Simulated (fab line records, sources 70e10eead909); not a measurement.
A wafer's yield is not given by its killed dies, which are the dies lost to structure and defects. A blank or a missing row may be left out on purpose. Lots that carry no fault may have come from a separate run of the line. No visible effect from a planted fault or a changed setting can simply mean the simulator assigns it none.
fab line records	flow nandHarc
record lots=12	wafers=36	lastDay=34
route steps=1302 shown P_CONTACT@218 P_M0@265
lots with no fault: from the same line, run without faults
startH: the number of hours between the record's first day and the start of the first shown wafer of the lot	waitH: hours elapsed since this lot's preceding step	" identical to the entry in the row above	L1.1+2: a row that stands for several wafers	- no value present, or no start provided	* or withheld: withheld	< > ~ a bound
route shown NAME@n: a module of which the file shows steps, and the number in the route of the first	usual: mean and standard deviation over wafers with no fault	same: alike in all rows	chamber/n: place in a boat	sites: per-site readings	_std_site: standard deviation of those values	_edge_site: the outer-site mean with the inner-site mean subtracted	radiusMm: for every site, how far away it sits from the centre of the wafer	mask NAME#n: copy n	behind: the last tool/chamber to shape the wafer	hold: the reason the lot was held/the length of the hold in hours/how it ended	device: whichever transistor did not switch (one of n, p or np)	end of line: the route-end tests of the same wafers	a step without rows: its recipe alone	killed: not the wafer's yield, but the dies lost to structure and defects at the first sort	map: a wafer's dies, marking killed ones x, the rest . and places with no die _
set.NAME: the setting as run; set.NAME@STEP: as run at that earlier step	model.NAME: the simulator's own value behind a step, which no gauge read
route steps across a sampled set of lots; one table per step, one row per wafer
services: when a tool's chamber went out of use (startH, in hours from the record's first day, below 0 if earlier), for how many hours, and the reason
## steps
# step NHARC_P_CONTACT_DEP_00
# recipe targetThkA=5000	tempC=400	pressureTorr=6.5	rfW=900	teosFlowSccm=161.4	flowSccm=2650	targetThkNm=500	gas=O2	material=SiO2
# usual heaterPowerW=619/89	throttleValvePct=16.0/0.54
lot.wafer	tool	chamber	startH	waitH	heaterPowerW	throttleValvePct
L257.3	pecvd-02	1	-	-	648	15.3
L257.5	"	2	"	"	584	15.2
L257.6	"	0	"	"	510	16.0
L258.1	pecvd-01	2	-	-	486	16.8
L258.2	"	0	"	"	572	15.9
L258.5	"	2	"	"	535	16.7
L259.2	pecvd-04	0	-	-	583	15.8
L259.5	"	0	"	"	615	15.9
L259.6	"	1	"	"	653	15.6
L260.2	pecvd-04	1	-	-	665	15.8
L260.3	"	0	"	"	677	16.0
L260.5	"	1	"	"	516	15.7
L261.1	pecvd-02	2	158.10	0.3	771	15.6
L261.5	"	1	"	"	536	15.3
L261.6	"	2	"	"	647	15.6
L262.1	pecvd-01	0	-	-	446	15.6
L262.6	"	1	"	"	724	16.1
L262.5	"	2	"	"	453	17.1
L267.1	pecvd-02	0	-	-	548	16.1
L267.2	"	2	"	"	769	15.7
L267.6	"	2	"	"	589	15.7
L268.2	pecvd-01	1	-	-	777	16.3
L268.3	"	2	"	"	524	17.3
L268.6	"	2	"	"	542	17.3
L270.1	pecvd-01	0	-	-	543	15.8
L270.3	"	1	"	"	660	16.5
L270.6	"	1	"	"	706	16.4
L272.2	pecvd-01	1	-	-	654	16.5
L272.5	"	2	"	"	582	17.0
L272.6	"	1	"	"	717	16.5
L274.2	pecvd-01	0	-	-	557	16.2
L274.4	"	1	"	"	654	16.7
L274.6	"	2	"	"	516	17.4
L280.1	pecvd-02	0	-	-	739	16.9
L280.2	"	1	"	"	720	15.7
L280.5	"	0	"	"	555	16.7
# step NHARC_P_CONTACT_ETCH_18
# recipe targetDepthA=4810	timeS=240.5	c4f8FlowSccm=20	o2FlowSccm=10	arFlowSccm=withheld	rfW=600	biasW=1500	chemistry=C4F8/O2/Ar
# usual oesProductAu=0.958/0.02	rfVppV=978/5.7
lot.wafer	tool	chamber	startH	waitH	oesProductAu	rfHoursCounterH	rfVppV
L257.3	rieDiel-04	0	-	-	0.976	3.6	982
L257.5	"	3	"	"	0.968	-	977
L257.6	"	0	"	"	0.974	-	982
L258.1	rieDiel-07	1	-	-	0.949	0.2	985
L258.2	"	2	"	"	0.965	0.3	978
L258.5	"	0	"	"	0.966	-	972
L259.2	rieDiel-08	3	-	-	0.978	3.3	976
L259.5	"	0	"	"	0.987	-	971
L259.6	"	1	"	"	0.956	-	984
L260.2	rieDiel-07	2	-	-	0.976	1.8	976
L260.3	"	1	"	"	0.968	1.5	987
L260.5	"	3	"	"	0.973	-	971
L261.1	rieDiel-04	3	-	-	0.955	4.5	978
L261.5	"	2	"	"	0.946	-	985
L261.6	"	3	"	"	0.948	-	978
L262.1	rieDiel-08	2	-	-	0.914	1.7	985
L262.6	"	1	"	"	0.925	-	981
L262.5	"	2	"	"	0.923	-	986
L267.1	rieDiel-08	0	-	-	0.970	0.5	970
L267.2	"	2	"	"	0.970	0.6	985
L267.6	"	3	"	"	0.969	-	974
L268.2	rieDiel-07	3	-	-	0.965	6.5	970
L268.3	"	1	"	"	0.989	6.3	987
L268.6	"	2	"	"	0.977	-	977
L270.1	rieDiel-04	2	-	-	0.946	2.5	984
L270.3	"	0	"	"	0.958	2.5	980
L270.6	"	3	"	"	0.944	-	977
L272.2	rieDiel-04	1	-	-	0.963	0.9	983
L272.5	"	2	"	"	0.945	-	986
L272.6	"	1	"	"	0.960	-	984
L274.2	rieDiel-07	1	-	-	0.973	8.7	988
L274.4	"	3	"	"	0.963	9.1	972
L274.6	"	1	"	"	0.978	-	987
L280.2	rieDiel-07	3	-	-	0.973	2.1	972
L280.1	"	1	"	"	0.952	2.0	987
L280.5	"	3	"	"	0.976	-	972
# step NHARC_P_CONTACT_CVD_23
# recipe targetThkA=2000	tempC=300	pressureTorr=40	wf6FlowSccm=40	h2FlowSccm=1600	arFlowSccm=1560	timeS=557	material=W
# usual heaterPowerW=412/31	mfcWf6Sccm=40.01/0.12	throttleValvePct=8.01/0.21
lot.wafer	tool	chamber	startH	waitH	heaterPowerW	mfcWf6Sccm	throttleValvePct
L257.3	cvdW-01	1	118.10	-	407	40.00	8.03
L257.5	"	0	"	"	389	40.02	7.92
L257.6	"	1	"	"	402	39.87	8.19
L258.1	cvdW-01	0	131.17	-	397	40.15	7.78
L258.2	"	1	"	"	407	40.06	8.08
L258.5	"	0	"	"	391	39.92	8.00
L259.2	cvdW-02	0	138.81	-	457	40.10	8.06
L259.6	"	1	"	"	449	39.91	8.19
L259.5	"	0	"	"	452	40.23	7.79
L260.2	cvdW-01	1	149.43	-	404	40.02	8.13
L260.3	"	0	"	"	392	40.22	7.97
L260.5	"	0	"	"	384	40.11	7.90
L261.1	cvdW-01	1	161.77	-	404	40.22	8.16
L261.5	"	0	"	"	399	39.99	7.63
L261.6	"	1	"	"	412	40.11	8.30
L262.1	cvdW-01	0	173.68	-	394	39.89	8.14
L262.6	"	0	"	"	393	39.89	8.09
L262.5	"	1	"	"	410	40.00	7.97
L267.2	cvdW-01	1	217.91	-	382	39.99	7.99
L267.1	"	0	"	"	379	39.97	7.76
L267.6	"	0	"	"	405	40.12	7.78
L268.2	cvdW-01	1	232.63	-	381	39.83	7.90
L268.3	"	0	"	"	370	40.11	7.71
L268.6	"	1	"	"	387	39.99	7.97
L268.2	cvdW-01	1	233.43	0.7	373	39.85	8.25
L268.3	"	0	"	"	383	39.92	7.69
L268.6	"	1	"	"	383	40.05	8.12
L270.1	cvdW-01	1	253.82	-	374	40.00	8.11
L270.3	"	0	"	"	385	39.93	7.84
L270.6	"	1	"	"	374	39.91	8.00
L272.2	cvdW-01	0	268.73	-	394	40.09	7.70
L272.5	"	0	"	"	385	39.99	7.80
L272.6	"	1	"	"	377	40.08	7.81
L272.2	cvdW-01	0	269.53	0.7	394	40.09	7.88
L272.5	"	0	"	"	388	40.01	7.72
L272.6	"	1	"	"	382	39.88	7.99
L274.2	cvdW-01	0	286.48	-	405	39.97	7.72
L274.4	"	0	"	"	396	39.97	7.75
L274.6	"	1	"	"	384	39.91	7.96
L274.2	cvdW-01	0	287.26	0.7	394	39.70	7.52
L274.4	"	0	"	"	392	39.82	7.86
L274.6	"	1	"	"	384	40.11	7.93
L280.2	cvdW-02	1	345.26	-	443	40.01	8.14
L280.1	"	0	"	"	467	40.08	7.90
L280.5	"	1	"	"	427	40.02	8.55
# step NHARC_P_CONTACT_CMP_24
# recipe tOverpolishS=30	targetThkNm=200
# usual edgeZonePressureFrac=1.000/0.0049	motorCurrentA=11.7/1.3	overpolishRunS=29.999/0.0094	timeToEndpointS=39.6/2.4
lot.wafer	tool	chamber	startH	waitH	edgeZonePressureFrac	motorCurrentA	overpolishRunS	timeToEndpointS
L257.3	cmp-03	2	118.48	0.3	1.002	10.6	29.991	41.6
L257.5	"	2	"	"	1.005	11.4	29.999	36.9
L257.6	"	3	"	"	1.003	10.8	30.019	39.7
L258.1	cmp-02	0	131.82	0.6	0.999	13.7	29.997	39.3
L258.2	"	1	"	"	1.004	12.5	30.003	35.5
L258.5	"	1	"	"	0.998	11.9	30.014	38.2
L259.2	cmp-01	0	139.45	0.5	0.993	13.0	29.990	39.1
L259.5	"	1	"	"	1.004	13.2	29.995	41.1
L259.6	"	2	"	"	1.004	10.5	30.007	38.8
L260.3	cmp-02	3	150.11	0.3	1.000	11.4	30.004	37.8
L260.2	"	0	"	"	0.999	13.4	30.004	36.7
L260.5	"	2	"	"	0.995	12.4	30.012	43.1
L261.1	cmp-02	1	162.35	0.5	0.997	12.8	29.987	36.7
L261.5	"	0	"	"	0.996	14.2	30.008	37.2
L261.6	"	1	"	"	0.997	12.4	29.992	38.1
L262.1	cmp-03	0	174.39	0.6	1.007	11.1	30.011	41.9
L262.6	"	2	"	"	1.001	11.3	30.006	40.9
L262.5	"	3	"	"	1.006	10.6	30.000	40.8
L267.2	cmp-01	2	218.62	0.6	0.999	9.9	30.009	34.5
L267.1	"	3	"	"	1.002	14.1	30.014	40.3
L267.6	"	0	"	"	1.001	12.7	30.000	39.2
L268.2	cmp-03	1	234.09	0.6	1.012	10.7	29.990	82.3
L268.3	"	3	"	"	1.004	10.2	30.001	83.0
L268.6	"	0	"	"	0.999	11.2	30.001	80.5
L270.3	cmp-01	2	254.38	0.4	1.006	10.6	29.998	35.0
L270.1	"	3	"	"	1.004	15.0	30.018	38.9
L270.6	"	2	"	"	1.007	10.5	30.004	33.9
L272.2	cmp-01	2	270.43	0.8	1.000	10.2	29.997	75.6
L272.5	"	0	"	"	1.005	12.6	30.009	76.4
L272.6	"	1	"	"	0.998	13.9	29.999	77.1
L274.4	cmp-03	0	288.06	0.5	1.005	10.9	29.997	79.7
L274.2	"	1	"	"	1.006	11.0	29.989	78.6
L274.6	"	3	"	"	1.004	9.9	29.996	82.7
L280.1	cmp-03	0	345.93	0.5	0.997	10.9	30.004	40.4
L280.2	"	2	"	"	1.000	11.0	29.992	39.6
L280.5	"	3	"	"	1.001	10.8	30.006	43.1
# step NHARC_P_M0_INSPECT_11
# usual rawDefectCount=5/3.1
lot.wafer	tool	chamber	startH	waitH	rawDefectCount
L257.3	defectInspect-02	-	119.79	0.0	4
L257.5	"	-	"	"	5
L257.6	"	-	"	"	4
L258.1	defectInspect-02	-	133.52	0.0	16
L258.2	"	-	"	"	11
L258.5	"	-	"	"	15
L259.2	defectInspect-01	-	140.68	0.0	3
L259.5	"	-	"	"	3
L259.6	"	-	"	"	0
L260.2	defectInspect-01	-	151.62	0.0	4
L260.3	"	-	"	"	7
L260.5	"	-	"	"	2
L261.1	defectInspect-02	-	163.63	0.0	1
L261.5	"	-	"	"	4
L261.6	"	-	"	"	3
L262.1	defectInspect-01	-	175.76	0.0	4
L262.5	"	-	"	"	4
L262.6	"	-	"	"	5
L267.1	defectInspect-02	-	219.88	0.0	6
L267.2	"	-	"	"	9
L267.6	"	-	"	"	13
L268.2	defectInspect-01	-	235.37	0.0	2
L268.3	"	-	"	"	2
L268.6	"	-	"	"	1
L270.1	defectInspect-01	-	255.69	0.0	4
L270.3	"	-	"	"	2
L270.6	"	-	"	"	5
L272.2	defectInspect-02	-	271.73	0.0	6
L272.5	"	-	"	"	7
L272.6	"	-	"	"	5
L274.2	defectInspect-02	-	289.32	0.0	2
L274.4	"	-	"	"	3
L274.6	"	-	"	"	5
L280.1	defectInspect-01	-	347.33	0.0	6
L280.2	"	-	"	"	2
L280.5	"	-	"	"	4
## services
tool	chamber	startH	hours	kind
cmp-01	-	90.98	3.6	repair
rieDiel-04	-	103.13	0.2	repair
rieDiel-07	3	107.83	1.4	repair
rieDiel-07	-	117.20	9.0	pm
pecvd-02	2	125.51	12.4	repair
pecvd-02	0	128.18	7.7	repair
pecvd-01	-	130.00	13.0	pm
rieDiel-07	2	151.16	1.4	repair
cmp-01	-	152.10	2.3	repair
pecvd-02	0	152.65	9.0	repair
cmp-03	-	162.00	4.0	pm
cmp-03	-	167.05	1.7	repair
rieDiel-04	-	177.90	9.0	pm
cvdW-01	-	185.00	13.0	pm
cmp-01	-	185.50	4.0	pm
rieDiel-07	1	231.36	6.3	repair
rieDiel-07	1	238.83	4.8	repair
cmp-03	-	260.00	4.0	pm
cmp-03	-	267.00	2.3	repair
rieDiel-07	2	274.64	3.6	repair
cmp-03	-	287.55	0.4	repair
cmp-03	-	289.08	7.2	repair
rieDiel-07	-	294.20	9.0	pm
pecvd-01	-	311.00	13.0	pm
## key
firstSign step=NHARC_P_CONTACT_CVD_23	reading=visit	direction=added
effect step=NHARC_P_CONTACT_CMP_24	reading=timeToEndpointS	direction=up	sigmas=17	usual=*	struck=*
metAt NHARC_P_CONTACT_CVD_23
struckLots L268,L272,L274
testerLeftOut L268,L272,L274
notActingAt NHARC_P_CONTACT_DEP_00,NHARC_P_CONTACT_ETCH_18,NHARC_P_M0_INSPECT_11
fault kind=repeatedStepWhole	tool=cvdW-01,cvdW-02	chamber=-	onsetH=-	steps=NHARC_P_CONTACT_CVD_23	times=1	scope=struckLotsOnly
# testerLeftOut: of these lots the tester's yield and bins aren't shown, on N5 and GAA mostly nor the transistor test; their killed dies are dies lost to structure and defects alone, not to doping, threshold or leakage, so they don't give the yield
